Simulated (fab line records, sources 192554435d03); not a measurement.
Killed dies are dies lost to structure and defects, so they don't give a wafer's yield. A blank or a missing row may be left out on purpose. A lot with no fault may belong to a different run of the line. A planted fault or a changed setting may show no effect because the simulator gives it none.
Lot-split experiment    flow n5Finfet    route with 1938 steps; 7 lots, 21 wafers read

## ON THE SPLIT
At N5_BEOL_M5_COAT_59 (time 60 s, resist thk 60 nm), the setting spinRpm was moved away from the recipe's 1500 rpm on 7 of the 21 wafers read, by -9.5% to +2.9%. The other wafers ran this setting at the recipe's value.

## FROM THE SPLIT TO THE READING: what the file shows between them, 7 steps
- N5_BEOL_M5_EXPOSE_08: exposes mask M5, target cd 28 nm (also split here: doseMj)
- N5_BEOL_M5_PEB_09: peb time 60 s
- N5_BEOL_M5_DEVELOP_10: develop time 30 s
- N5_BEOL_M5_CD_MEAS_11: target cd 27.74 nm
- N5_BEOL_M5_DESCUM_16: chemistry O2, time 7 s
- N5_BEOL_M5_ETCH_72: etches underlayer in N2/H2, target depth 6.5 nm, time 5.2 s
- N5_BEOL_M5_ETCH_61: etches SiARC in CF4, target depth 15.6 nm, time 26 s

## THE READING
etch.depthNm (the simulator's own value, which no gauge read), in nm, at N5_BEOL_M5_ETCH_62 (etches SOC in N2/H2, target depth 75 nm, overetch 15 nm, time 112.5 s). The file does not state a usual value for it. The 14 wafers here that ran the recipe average 60.19 nm, standard deviation 0.13 nm.

wafer   tool, chamber at the split  spinRpm as run, rpm  against the recipe  etch.depthNm, nm  against lot-mates on the recipe
L084.3  lithoTrack-02, 0            1500                 recipe              60.08             -
L084.4  lithoTrack-02, 0            1544                 +2.9%               59.2              -0.88
L084.5  lithoTrack-02, 0            1544                 +2.9%               59.09             -0.99
L086.3  lithoTrack-03, 0            1396                 -6.9%               62.54             +2.30
L086.5  lithoTrack-03, 0            1396                 -6.9%               62.4              +2.16
L086.6  lithoTrack-03, 0            1500                 recipe              60.24             -
L090.3  lithoTrack-03, 0            1357                 -9.5%               63.24             +3.23
L090.4  lithoTrack-03, 0            1500                 recipe              59.99             -
L090.6  lithoTrack-03, 0            1500                 recipe              60.03             -
L089.1  lithoTrack-04, 0            1420                 -5.3%               61.88             +1.73
L089.2  lithoTrack-04, 0            1500                 recipe              60.15             -
L089.6  lithoTrack-04, 0            1420                 -5.3%               61.9              +1.75
L091.3  lithoTrack-02, 0            1500                 recipe              60.45             -
L091.4  lithoTrack-02, 0            1500                 recipe              60.27             -
L091.6  lithoTrack-02, 0            1500                 recipe              60.41             -
L094.1  lithoTrack-04, 0            1500                 recipe              60.14             -
L094.2  lithoTrack-04, 0            1500                 recipe              60.27             -
L094.5  lithoTrack-04, 0            1500                 recipe              60.23             -
L097.1  lithoTrack-02, 0            1500                 recipe              59.99             -
L097.2  lithoTrack-02, 0            1500                 recipe              60.18             -
L097.6  lithoTrack-02, 0            1500                 recipe              60.19             -

FIT RESULTS
A straight line over all 21 wafers: etch.depthNm changes by -0.327 nm for each +1% of spinRpm; r = -0.99; the points scatter about the line by 0.12 nm.
The same after taking each lot's own level away (the mean of its wafers on the recipe; 21 wafers): -0.328 nm for each +1%; r = -1.00; scatter 0.067 nm.
On that fit, the largest move of spinRpm shifts the reading by 3.1 nm.
Across the lots, their own levels run from 60.010 to 60.377 nm, a range of 2.7 times the standard deviation given above.
Consequently the slope shifts little with the lot-to-lot level, the two slopes agreeing.
Check: for one of the wafers moved furthest among these (-9.5%), held out of the fit, the line's prediction against its lot-mates is +3.08 nm. Against them it came out at +3.23 nm.

## THE OTHER SPLITS THESE WAFERS WENT THROUGH
These wafers also went through other splits before the reading. Each is held against what the fit with the lots' levels taken away leaves over:
other split on the same wafers   wafers away from the commonest value  r with etch.depthNm (lot level and that fit taken away)
N5_BEOL_M1_TRENCH_ETCH_37 biasW  6                                     +0.06
N5_BEOL_M4_ILD_DEP_00 timeS      7                                     +0.03
N5_BEOL_M4_COAT_62 spinRpm       5                                     -0.22
N5_BEOL_M5_EXPOSE_08 doseMj      11                                    -0.04

## THE WHOLE CHAIN: every reading that the file lists as answering this split, in the file's order
step                what it does                                                           reading                                                                        change (the file's fit)                r (the file's)
N5_BEOL_M5_COAT_59  time 60 s, resist thk 60 nm                                            SOC_of_BEOL_M5_COAT_59.thkNm (the simulator's own value, which no gauge read)  -0.327 nm for each +1% of the setting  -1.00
N5_BEOL_M5_ETCH_62  etches SOC in N2/H2, target depth 75 nm, overetch 15 nm, time 112.5 s  etch.depthNm (the simulator's own value, which no gauge read)                  -0.331 nm for each +1% of the setting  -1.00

## THE FILE'S OWN FIT
etch.depthNm changes by -0.331 nm for each +1% of spinRpm, r = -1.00.
